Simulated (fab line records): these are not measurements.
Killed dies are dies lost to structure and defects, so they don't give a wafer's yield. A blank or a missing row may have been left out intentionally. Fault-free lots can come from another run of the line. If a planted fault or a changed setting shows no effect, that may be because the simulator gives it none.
Which of the tools did it?	flow n5-finfet	12 lots, 36 wafers sampled, at 8 steps of a route of 1938

## WHAT THE GAUGES READ, wafer by wafer
N5_BEOL_M9_CD_MEAS_18: pitch 140 nm, target cd 70 nm.
lot	measured	on	cd-nm (nm)
L739	day 9 04:55	cd-sem-03	70.6 69.9 69.8
L741	day 9 19:45	cd-sem-02	70.5 71.1 70.1
L740	day 10 00:25	cd-sem-03	70.3 70.4 70.0
L742	day 10 08:11	cd-sem-01	70.7 71.4 71.2
L743	day 10 13:46	cd-sem-03	71.7 70.8 70.0
L744	day 10 19:49	cd-sem-01	69.7 69.4 71.4
L745	day 11 01:57	cd-sem-03	69.7 70.4 70.7
L747	day 11 08:23	cd-sem-02	70.2 70.5 70.4
L749	day 11 23:35	cd-sem-02	68.8 70.1 70.3
L752	day 12 21:20	cd-sem-03	69.6 68.6 69.6
L754	day 13 02:40	cd-sem-02	71.3 69.9 70.8
L753	day 13 05:32	cd-sem-02	69.4 69.1 69.2

N5_BEOL_M9_OCD_MEAS_38.
lot	measured	on	trench-depth-nm (nm)
L739	day 9 05:51	ocd-02	146 151 157
L741	day 9 22:45	ocd-01	148 151 151
L740	day 10 02:45	ocd-02	150 151 152
L742	day 10 11:09	ocd-01	151 149 148
L743	day 10 14:40	ocd-01	148 149 150
L744	day 10 21:22	ocd-01	149 147 146
L745	day 11 02:59	ocd-02	146 148 149
L747	day 11 09:16	ocd-02	147 151 152
L749	day 12 01:13	ocd-02	151 150 147
L752	day 12 23:44	ocd-01	105 104 105
L754	day 13 03:43	ocd-02	102 106 104
L753	day 13 08:20	ocd-02	105 111 107

N5_BEOL_M9_THK_MEAS_53: measures by xrf.
lot	measured	on	M9_THK (nm)
L739	day 9 09:18	film-metro-02	136 140 147
L741	day 10 01:14	film-metro-02	134 138 138
L740	day 10 05:20	film-metro-01	139 139 140
L742	day 10 13:51	film-metro-02	138 138 135
L743	day 10 18:43	film-metro-01	139 137 141
L744	day 11 01:41	film-metro-01	138 137 135
L745	day 11 05:16	film-metro-01	133 137 139
L747	day 11 12:14	film-metro-01	138 142 144
L749	day 12 03:32	film-metro-02	140 141 135
L752	day 13 02:11	film-metro-01	93 93 93
L754	day 13 06:19	film-metro-02	90 94 93
L753	day 13 10:39	film-metro-01	93 100 96

N5_BEOL_M9_RS_MEAS_57: measurement is done with a four-point probe.
lot	measured	on	M9_RS (ohm/sq)
L739	day 9 09:26	film-metro-02	0.158 0.152 0.145
L741	day 10 01:22	film-metro-02	0.159 0.153 0.153
L740	day 10 05:28	film-metro-02	0.153 0.152 0.151
L742	day 10 14:01	film-metro-02	0.153 0.152 0.156
L743	day 10 18:52	film-metro-01	0.154 0.156 0.150
L744	day 11 01:52	film-metro-01	0.153 0.156 0.158
L745	day 11 05:24	film-metro-01	0.159 0.155 0.152
L747	day 11 12:23	film-metro-02	0.155 0.151 0.149
L749	day 12 03:41	film-metro-02	0.152 0.150 0.159
L752	day 13 02:19	film-metro-02	0.238 0.239 0.237
L754	day 13 06:27	film-metro-01	0.250 0.236 0.239
L753	day 13 10:50	film-metro-01	0.239 0.220 0.233

N5_BEOL_M15_RC_MEAS_101.
lot	measured	on	COMB_M10 (S/m)	COMB_M11 (S/m)	COMB_M12 (S/m)	COMB_M13 (S/m)	COMB_M14 (S/m)	COMB_M15 (S/m)	COMB_M15_max_site (S/m)	COMB_M5 (S/m)	COMB_M6 (S/m)	COMB_M6_max_site (S/m)	COMB_M7 (S/m)	COMB_M8 (S/m)	COMB_M8_max_site (S/m)	SERP_M10 (ohm/um)	SERP_M11 (ohm/um)	SERP_M12 (ohm/um)	SERP_M13 (ohm/um)	SERP_M13_max_site (ohm/um)	SERP_M14 (ohm/um)	SERP_M5 (ohm/um)	SERP_M5_max_site (ohm/um)	SERP_M6 (ohm/um)	SERP_M7 (ohm/um)	SERP_M8 (ohm/um)	SERP_M9 (ohm/um)	SERP_M9_max_site (ohm/um)
L739	day 10 23:56	prober-02	1.9e-11 1.5e-11 1e-11	1.37e-11 1.6e-11 1.29e-11	9.3e-12 7.6e-12 6.9e-12	7.2e-12 6.3e-12 6.1e-12	4.8e-12 4.3e-12 5.6e-12	3.9e-12 3.8e-12 3.3e-12	5.5e-12 4.6e-12 4.2e-12	3.6e-11 4.3e-11 3.6e-11	2.4e-11 2.5e-11 2.4e-11	4.4e-11 4e-11 4.2e-11	2.6e-11 3e-11 2.8e-11	3.7e-11 1.9e-11 2e-11	4.7e-11 2.6e-11 3e-11	3.03 2.94 3.08	3.15 3.11 3.11	0.589 0.614 0.644	0.304 0.310 0.310	0.308 0.313 0.313	0.170 0.173 0.151	44.0 39.9 40.5	44.5 41.7 42.2	14.0 13.7 13.4	14.0 14.2 14.0	13.8 13.8 13.6	3.17 3.10 3.03	3.31 3.25 3.07
L741	day 11 17:53	prober-01	1.2e-11 1.1e-11 1.2e-11	1.29e-11 1.09e-11 1.05e-11	4.4e-12 7.4e-12 4.1e-12	5.5e-12 5.5e-12 4e-12	2.4e-12 2.9e-12 2e-12	1.8e-12 2e-12 2.4e-12	3e-12 3.3e-12 3.1e-12	2.8e-11 2.7e-11 3e-11	2.3e-11 1.8e-11 2.6e-11	3.3e-11 2.3e-11 3.4e-11	3.3e-11 2.4e-11 3.1e-11	2.5e-11 2.5e-11 1.8e-11	3.8e-11 3.5e-11 2.4e-11	3.12 2.77 2.86	3.04 3.26 3.12	0.648 0.676 0.650	0.306 0.311 0.307	0.310 0.314 0.311	0.152 0.154 0.164	39.3 41.2 39.7	40.1 42.6 40.6	13.6 14.4 13.1	14.3 14.5 13.3	14.8 13.6 14.1	3.19 3.03 3.16	3.26 3.14 3.21
L740	day 11 22:00	prober-02	1.2e-11 1.4e-11 1.3e-11	1.46e-11 1.5e-11 1.14e-11	7.2e-12 8.6e-12 9.6e-12	5e-12 7e-12 6.2e-12	4.8e-12 4.7e-12 5.3e-12	3.4e-12 3.9e-12 3.3e-12	3.8e-12 4.8e-12 4.5e-12	3.3e-11 3.4e-11 3.3e-11	2.4e-11 3e-11 2.9e-11	3e-11 3.8e-11 3.9e-11	2.2e-11 3.6e-11 2.3e-11	2.7e-11 2.7e-11 3.2e-11	3.5e-11 4.2e-11 4.4e-11	3.06 2.99 3.08	3.13 3.11 3.17	0.619 0.657 0.631	0.315 0.307 0.301	0.319 0.312 0.303	0.151 0.169 0.152	38.3 40.9 36.8	39.9 41.3 38.1	13.9 12.9 13.3	14.3 14.3 14.6	15.1 14.0 14.7	3.12 3.11 3.07	3.19 3.19 3.13
L742	day 12 08:46	prober-01	1.7e-11 1.2e-11 1.6e-11	1.48e-11 1.34e-11 1.3e-11	6e-12 6.8e-12 4.9e-12	4.8e-12 4e-12 5.4e-12	4.6e-12 4.4e-12 2.6e-12	2.1e-12 1.7e-12 2.1e-12	4e-12 2.4e-12 3.2e-12	4.2e-11 3e-11 3e-11	2.9e-11 2.7e-11 3.9e-11	4.7e-11 3.8e-11 5.7e-11	2.4e-11 2.2e-11 1.6e-11	2.5e-11 2.2e-11 2.2e-11	3e-11 2.9e-11 3.8e-11	3.11 2.93 3.08	3.08 3.26 3.01	0.644 0.623 0.642	0.313 0.308 0.310	0.316 0.311 0.315	0.151 0.149 0.153	35.7 39.4 40.1	36.4 40.4 40.9	12.9 14.8 13.1	13.6 14.6 14.2	14.1 14.6 14.2	3.06 2.95 3.07	3.17 3.19 3.24
L743	day 12 18:26	prober-02	1.5e-11 1.5e-11 1.3e-11	1.67e-11 1.66e-11 1.63e-11	8.3e-12 8.6e-12 6.9e-12	5.5e-12 4.8e-12 6.5e-12	6.8e-12 4.7e-12 3.9e-12	3.4e-12 3.4e-12 3.4e-12	4.2e-12 4.2e-12 4.5e-12	3.2e-11 3.2e-11 3e-11	2.4e-11 3e-11 2.6e-11	3e-11 4.7e-11 3.8e-11	2.6e-11 2e-11 2.6e-11	2.4e-11 2.2e-11 2.6e-11	3.6e-11 2.9e-11 3.1e-11	3.13 2.82 3.06	3.14 3.24 3.14	0.643 0.646 0.600	0.314 0.315 0.324	0.315 0.317 0.327	0.157 0.161 0.167	40.4 39.3 38.3	41.8 40.2 40.8	13.0 13.7 14.1	12.7 13.4 13.5	12.8 14.1 13.5	2.97 3.12 3.06	3.14 3.18 3.10
L744	day 12 19:16	prober-01	1.6e-11 1.4e-11 1.3e-11	1.23e-11 1.78e-11 8.7e-12	6.3e-12 6e-12 5.1e-12	4.9e-12 4.9e-12 3.5e-12	2.2e-12 3.6e-12 4.6e-12	1.8e-12 3e-12 2.6e-12	2.4e-12 3.8e-12 4.9e-12	2.1e-11 2.9e-11 3.5e-11	2.7e-11 2.6e-11 2.4e-11	3.9e-11 3.7e-11 2.7e-11	2.5e-11 3.1e-11 2e-11	2.8e-11 2.7e-11 2.1e-11	3.3e-11 3.4e-11 2.6e-11	2.93 2.84 3.09	3.05 3.24 3.11	0.633 0.642 0.639	0.310 0.311 0.312	0.313 0.314 0.313	0.158 0.171 0.172	39.3 40.5 38.6	42.3 42.3 39.7	14.5 13.5 12.5	14.5 15.1 13.1	13.3 14.1 14.3	3.09 3.20 3.12	3.21 3.26 3.20
L745	day 13 03:22	prober-01	1.1e-11 1.2e-11 1.3e-11	1.72e-11 1.73e-11 1.95e-11	4.6e-12 6.6e-12 5.8e-12	3.4e-12 4.6e-12 4.6e-12	3.1e-12 2.8e-12 3.5e-12	2.9e-12 3e-12 3.4e-12	4e-12 3.9e-12 5.6e-12	3.8e-11 4.2e-11 2.8e-11	2.4e-11 3e-11 2.3e-11	2.8e-11 3.7e-11 2.9e-11	1.8e-11 2.9e-11 2.2e-11	3e-11 3e-11 1.9e-11	3.7e-11 4.3e-11 2.8e-11	2.90 3.16 2.98	2.91 2.98 3.08	0.594 0.646 0.607	0.305 0.304 0.305	0.309 0.307 0.309	0.151 0.149 0.161	42.2 38.7 41.2	44.1 40.1 43.2	13.7 13.8 13.3	14.2 15.3 13.9	13.1 13.3 13.3	3.23 3.09 3.09	3.32 3.14 3.15
L747	day 13 04:01	prober-02	1.3e-11 1.6e-11 2e-11	1.91e-11 1.35e-11 1.32e-11	7.6e-12 6.7e-12 6.2e-12	5.7e-12 5e-12 5.3e-12	4.6e-12 4.9e-12 5e-12	3.3e-12 3.6e-12 3.3e-12	4.3e-12 4.1e-12 4.8e-12	3.7e-11 3.6e-11 3e-11	3.2e-11 2.8e-11 2.6e-11	3.9e-11 3.8e-11 5e-11	2.9e-11 2.2e-11 3.6e-11	2.9e-11 3.7e-11 3.5e-11	4.5e-11 4.5e-11 4.4e-11	2.98 3.11 3.20	3.00 3.07 3.08	0.619 0.646 0.615	0.316 0.311 0.324	0.318 0.314 0.328	0.168 0.164 0.163	42.5 43.7 41.3	44.4 45.9 42.1	14.5 14.3 13.8	13.8 14.4 13.8	14.7 14.3 14.2	3.08 2.98 2.97	3.26 3.08 3.05
L749	day 13 20:14	prober-02	1.4e-11 1.8e-11 1.6e-11	1.14e-11 1.41e-11 1.2e-11	8.4e-12 6.7e-12 7e-12	4.4e-12 6.3e-12 6.7e-12	3.6e-12 4.2e-12 4e-12	3.9e-12 4.8e-12 3.4e-12	4.6e-12 5.9e-12 3.9e-12	4.2e-11 5.5e-11 3.9e-11	3.7e-11 2.8e-11 3.6e-11	5.7e-11 3e-11 4.4e-11	2.4e-11 2e-11 2.8e-11	2.7e-11 3.1e-11 3e-11	3.9e-11 4.3e-11 3.3e-11	3.17 2.92 2.96	3.08 3.11 3.16	0.616 0.646 0.627	0.311 0.323 0.302	0.314 0.327 0.305	0.158 0.172 0.157	37.0 36.1 38.3	40.1 37.2 39.6	13.1 16.0 13.7	13.0 14.2 13.4	13.4 15.4 13.4	3.14 2.97 3.19	3.20 3.29 3.33
L752	day 15 05:51	prober-01	1.7e-11 1.6e-11 1.4e-11	1.46e-11 1.98e-11 1.25e-11	5.6e-12 6.8e-12 6.6e-12	3.6e-12 3.8e-12 3.3e-12	3.6e-12 2.8e-12 3e-12	2.6e-12 2.1e-12 2e-12	3.6e-12 3.9e-12 2.3e-12	3.8e-11 3.9e-11 3.2e-11	2.1e-11 2.2e-11 2.6e-11	3.4e-11 3.6e-11 3.2e-11	2.3e-11 2.4e-11 2.6e-11	2.6e-11 2.8e-11 2.8e-11	3e-11 3.7e-11 3.4e-11	2.89 2.95 2.90	3.04 2.98 3.10	0.650 0.628 0.623	0.323 0.310 0.319	0.326 0.314 0.321	0.170 0.158 0.161	39.9 42.2 41.1	41.1 44.9 43.5	13.9 12.9 12.9	14.8 14.9 14.1	13.6 14.1 12.4	4.82 4.94 4.86	5.01 5.30 5.03
L754	day 15 13:43	prober-01	1.2e-11 1.3e-11 1e-11	1.55e-11 1.99e-11 1.61e-11	6.3e-12 6.8e-12 7.1e-12	3.7e-12 5.5e-12 4.3e-12	2.6e-12 2.6e-12 3.3e-12	2e-12 2.4e-12 2.3e-12	3.2e-12 3.3e-12 4.3e-12	2.8e-11 3e-11 3.9e-11	2.4e-11 2.9e-11 2.3e-11	3.6e-11 6.4e-11 2.7e-11	2.2e-11 2.4e-11 2.2e-11	3e-11 2.6e-11 2.7e-11	4.4e-11 3.5e-11 3.3e-11	2.97 3.12 2.83	3.14 3.12 3.08	0.615 0.612 0.653	0.309 0.316 0.303	0.313 0.321 0.306	0.155 0.158 0.157	39.3 40.4 36.4	40.0 41.7 37.5	13.4 14.3 14.2	14.6 14.6 13.4	14.4 14.4 14.0	4.96 4.80 4.71	5.02 4.87 4.84
L753	day 15 09:57	prober-01	1.5e-11 1.1e-11 1.9e-11	1.56e-11 1.24e-11 1.53e-11	4.6e-12 6e-12 5.8e-12	4.3e-12 5.1e-12 6.2e-12	2.8e-12 3.4e-12 2.2e-12	2.4e-12 1.8e-12 3.2e-12	3.8e-12 2.6e-12 5.4e-12	3.8e-11 2.9e-11 4.2e-11	3e-11 2.2e-11 2.7e-11	4.7e-11 3.4e-11 3e-11	2.1e-11 2.7e-11 2.8e-11	2.4e-11 2e-11 2e-11	3.5e-11 3.4e-11 3e-11	2.95 2.91 2.86	3.08 3.16 3.14	0.663 0.664 0.643	0.304 0.323 0.303	0.307 0.326 0.304	0.157 0.156 0.158	39.9 39.8 41.1	41.7 43.5 43.6	13.8 14.0 14.1	14.5 14.4 14.0	13.6 13.5 13.7	4.91 4.54 4.81	5.05 4.72 4.89

## TOOL THAT RAN EACH LOT (tool first, then ch and the chambers of the sampled wafers, then the start)
lot	N5_BEOL_M9_ETCH_66	N5_BEOL_M9_TRENCH_ETCH_37	N5_BEOL_M9_CURE_72
L739	rie-diel-06 ch 0,1,2, day 9 05:28	rie-diel-06 ch 0,1,2, day 9 05:40	uv-cure-03 ch 2, day 9 06:02
L741	rie-diel-06 ch 0,1,3, day 9 22:22	rie-diel-06 ch 0,1,3, day 9 22:35	uv-cure-03 ch 0, day 9 22:57
L740	rie-diel-06 ch 0,3, day 10 02:22	rie-diel-06 ch 0,3, day 10 02:34	uv-cure-02 ch 2, day 10 03:02
L742	rie-diel-05 ch 0,2, day 10 10:46	rie-diel-05 ch 0,2, day 10 10:58	uv-cure-02 ch 1, day 10 11:21
L743	rie-diel-02 ch 0,3, day 10 14:17	rie-diel-02 ch 0,3, day 10 14:29	uv-cure-01 ch 1, day 10 14:55
L744	rie-diel-02 ch 2,3, day 10 20:59	rie-diel-02 ch 2,3, day 10 21:11	uv-cure-01 ch 2, day 10 21:34
L745	rie-diel-02 ch 0,1,2, day 11 02:36	rie-diel-02 ch 0,1,2, day 11 02:49	uv-cure-02 ch 0, day 11 03:11
L747	rie-diel-02 ch 0,2,3, day 11 08:53	rie-diel-02 ch 0,2,3, day 11 09:05	uv-cure-02 ch 1, day 11 09:28
L749	rie-diel-02 ch 0,2,3, day 12 00:50	rie-diel-02 ch 0,2,3, day 12 01:03	uv-cure-01 ch 2, day 12 01:29
L752	rie-diel-05 ch 0,1,2, day 12 23:22	rie-diel-05 ch 0,1,2, day 12 23:34	uv-cure-02 ch 2, day 12 23:56
L754	rie-diel-02 ch 0,2,3, day 13 03:20	rie-diel-02 ch 0,2,3, day 13 03:32	uv-cure-01 ch 0, day 13 04:01
L753	rie-diel-06 ch 0,1,2, day 13 07:58	rie-diel-06 ch 0,1,2, day 13 08:10	uv-cure-03 ch 0, day 13 08:32
- N5_BEOL_M9_ETCH_66: etches SOC in N2/H2, target depth 80 nm, overetch 16 nm, time 120 s.
- N5_BEOL_M9_TRENCH_ETCH_37: etches SiCOH lowk in C4F6/O2, target depth 151.43 nm, time 49 s.
- N5_BEOL_M9_CURE_72: cures SiCOH lowk, time 120 s.

## AS READ BY THE TOOLS THEMSELVES (means over the sampled wafers that have a number; for cases with no such wafer, the mark the record gives instead)
N5_BEOL_M9_ETCH_66.
lot	tool	drypump-motor-current-A (A)	oes-product-au (a.u.)	rf-vpp-V (V)	run-length-s (s)	showerhead-plenum-p-Torr (Torr)	throttle-valve-pct (%)
L739	rie-diel-06	5.3	0.61	525.1	143.3	2.59	17.65
L741	rie-diel-06	5.4	0.61	522.0	143.5	2.47	17.57
L740	rie-diel-06	5.7	0.67	522.0	143.0	2.51	17.48
L742	rie-diel-05	5.7	0.63	525.3	143.7	2.62	17.73
L743	rie-diel-02	5.2	0.56	524.8	143.4	2.56	17.80
L744	rie-diel-02	5.8	0.55	525.0	143.7	2.55	17.98
L745	rie-diel-02	5.7	0.56	522.6	143.2	2.48	17.69
L747	rie-diel-02	5.5	0.56	524.2	143.4	2.55	17.89
L749	rie-diel-02	5.5	0.55	523.8	143.4	2.55	17.90
L752	rie-diel-05	5.7	0.63	525.8	143.4	2.62	17.87
L754	rie-diel-02	5.5	0.56	524.4	143.4	2.55	17.92
L753	rie-diel-06	5.3	0.65	525.2	143.1	2.58	17.56

N5_BEOL_M9_TRENCH_ETCH_37.
lot	tool	drypump-motor-current-A (A)	oes-product-au (a.u.)	rf-vpp-V (V)	run-length-s (s)	showerhead-plenum-p-Torr (Torr)	throttle-valve-pct (%)
L739	rie-diel-06	5.3	0.81	650	72.2	2.90	20.80
L741	rie-diel-06	5.4	0.79	644	72.5	2.78	20.78
L740	rie-diel-06	5.7	0.87	659	72.0	2.81	20.67
L742	rie-diel-05	5.7	0.81	673	72.7	2.90	20.76
L743	rie-diel-02	5.2	0.72	672	72.4	2.88	20.98
L744	rie-diel-02	5.7	0.72	640	72.5	2.85	20.97
L745	rie-diel-02	5.6	0.72	651	72.6	2.80	20.93
L747	rie-diel-02	5.5	0.72	654	72.6	2.86	20.99
L749	rie-diel-02	5.5	0.72	656	72.7	2.86	21.00
L752	rie-diel-05	5.6	0.81	666	61.1	2.91	20.90
L754	rie-diel-02	5.5	0.71	656	60.7	2.86	21.01
L753	rie-diel-06	5.3	0.87	649	60.4	2.89	20.74

N5_BEOL_M9_CURE_72.
lot	tool	lamp-power-pct (%)	wafer_temp_C_max
L739	uv-cure-03	52.30	371.5
L741	uv-cure-03	52.28	371.1
L740	uv-cure-02	52.29	372.1
L742	uv-cure-02	52.34	371.2
L743	uv-cure-01	52.31	371.1
L744	uv-cure-01	52.32	371.8
L745	uv-cure-02	52.35	371.3
L747	uv-cure-02	52.33	371.0
L749	uv-cure-01	52.35	372.2
L752	uv-cure-02	52.35	372.3
L754	uv-cure-01	52.27	371.7
L753	uv-cure-03	52.28	371.7

## THE ANSWER, worked out from the rows above alone
Rule: usual is defined by the lots themselves. The widest of any qualifying gaps counts: lots, ordered by their means at a reading, are off when they make up no more than a third of the lots, leave a main group of 4 or more, and stand apart from it by 3 or more times the standard deviation of that group's means. The tables above print the reading to a certain number of digits; a main group whose means all agree to those digits is not used. A lot without any number at a reading at which 4 lots or more have one is off too. Any other lot the step has rows for is counted as sound. The gauges are gone through in route order, then the tools' own readings, and for those a lot's mean is taken as printed above. The first step at which some lot is off is used, and at that step the reading that is off furthest; a lot without a number counts as furthest.
Off at N5_BEOL_M9_OCD_MEAS_38 (trench-depth-nm): L752, L754, L753. The main group has a mean of 149 nm with a standard deviation of 1.3.
If a tool, at a process step before that reading, ran all the lots that are off and no sound lot after the first of them, it fits. Not tried: the gauges at N5_BEOL_M9_OCD_MEAS_38; whatever is off there is also off at N5_BEOL_M9_THK_MEAS_53, on other tools, and gauge error can't account for it. None of those tried fits.

## WHAT THE SIMULATOR HAD PUT IN
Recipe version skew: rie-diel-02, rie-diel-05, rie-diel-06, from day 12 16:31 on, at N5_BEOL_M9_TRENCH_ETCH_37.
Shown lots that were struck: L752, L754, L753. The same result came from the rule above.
